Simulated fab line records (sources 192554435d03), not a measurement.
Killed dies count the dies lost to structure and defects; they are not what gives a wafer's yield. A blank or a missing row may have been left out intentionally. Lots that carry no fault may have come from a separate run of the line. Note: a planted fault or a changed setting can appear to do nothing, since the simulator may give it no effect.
2 desks looking at one fault    flow n5-finfet    every desk sees just its own numbers, and what lay behind them comes last

== FROM THE METROLOGY DESK ==
Lot by lot, what the gauges showed, no matter which tool ran the lot: averages of those sampled wafers that carry a number. A lot is out of limits, marked OUT, if its mean lies more than 4 standard deviations from the usual mean; the brackets give that distance. It has 18 readings, of which 7 appear: the earliest out of limits, and the ones furthest out on some lot.
Columns: A = CJ_N at N5_BEOL_M4_RC_MEAS_101, usual 4.32; B = DIBL_N at N5_BEOL_M4_RC_MEAS_101, usual 36.3 mV/V; C = IOFF_N_LIN at N5_BEOL_M4_RC_MEAS_101, usual 0.072 nA/um; D = IOFF_N_LONG at N5_BEOL_M4_RC_MEAS_101, usual 5.55e-05 nA/um; E = ION_N at N5_BEOL_M4_RC_MEAS_101, usual 671 uA/um; F = REXT_N at N5_BEOL_M4_RC_MEAS_101, usual 75.4 ohm.um; G = VT_N at N5_BEOL_M4_RC_MEAS_101, usual 250.2 mV
lot   first seen here  A                B     C      D         E               F                G
L260  day 4 03:54      4.36             35.7  0.070  5.93e-05  668             73.8             251.0
L261  day 4 05:48      4.40             36.8  0.080  5.91e-05  678             76.1             248.1
L268  day 6 09:12      3.46 (-9.8) OUT  32.9  0.057  5.16e-05  596 (-8.4) OUT  85.9 (+7.0) OUT  255.3
L269  day 6 13:30      3.19 (-13) OUT   33.2  0.054  4.47e-05  570 (-11) OUT   85.0 (+6.4) OUT  258.2
L272  day 7 01:12      3.42 (-10) OUT   33.6  0.059  5.38e-05  592 (-8.8) OUT  84.8 (+6.3) OUT  255.8
L274  day 7 11:50      4.27             34.8  0.062  5.48e-05  669             76.8             252.1
L277  day 8 09:14      4.20             36.8  0.076  5.30e-05  674             75.3             247.8
L278  day 8 14:55      4.32             34.5  0.058  5.41e-05  653             74.0             253.8
L279  day 8 19:10      4.35             35.9  0.069  5.53e-05  669             73.7             251.2
Finding of this desk: L268, L269, L272 out of limits, first seen on L269 at day 11 07:46 (CJ_N at N5_BEOL_M4_RC_MEAS_101). In limits: L260, L261, L274, L277, L278, L279.

== DESK OF THE TOOL OWNER: rie-si-04 ==
The tool's own readings at N5_SD_EPI_N_SD_RECESS_17 (chemistry HBr/Cl2/O2, target depth 41 nm, time 23.7 s, bt time 3 s): means of the sampled wafers that have a number, for each lot that ran on this tool. A lot is out of limits, marked OUT, if its mean lies more than 4 standard deviations from the usual mean; the brackets give that distance.
Columns: A = O2_flow_sccm at N5_SD_EPI_N_SD_RECESS_17, usual 12.00 sccm; B = drypump-motor-current-A at N5_SD_EPI_N_SD_RECESS_17, usual 5.7 A; C = oes_o_777_au at N5_SD_EPI_N_SD_RECESS_17, usual 0.999 a.u.; D = oes-product-au at N5_SD_EPI_N_SD_RECESS_17, usual 1.001 a.u.; E = throttle-valve-pct at N5_SD_EPI_N_SD_RECESS_17, usual 37.2 %
lot   first seen here  A      B    C      D                 E
L268  day 6 10:12      11.99  5.6  1.014  0.962             36.9
L269  day 6 14:19      12.00  5.5  0.993  0.923 (-4.9) OUT  37.2
L272  day 7 01:58      12.03  5.7  1.000  0.952             36.8
Finding of this desk: L269 out of limits; the first was L269 at day 6 14:19, on oes-product-au at N5_SD_EPI_N_SD_RECESS_17. In limits: L268, L272.

== ALL TOGETHER ==
An alarm could have come from the tool owner's desk at day 6 14:19, on L269.
L268, L269, L272 would have let the metrology desk raise an alarm at day 11 07:46.
Tool owner's desk: L268, L272 on record, inside its limits.
Every lot named ran N5_SD_EPI_N_SD_RECESS_17 on rie-si-04.

== WHAT THE SIMULATOR HAD INSERTED ==
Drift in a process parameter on rie-si-04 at N5_SD_EPI_N_SD_RECESS_17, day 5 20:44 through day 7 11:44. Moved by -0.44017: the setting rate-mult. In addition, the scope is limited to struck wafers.
Lots struck among those shown: L268, L269, L272.
Time in hours from fault onset to the first out-of-limits reading at each desk: tool owner's desk 18, metrology desk 131.
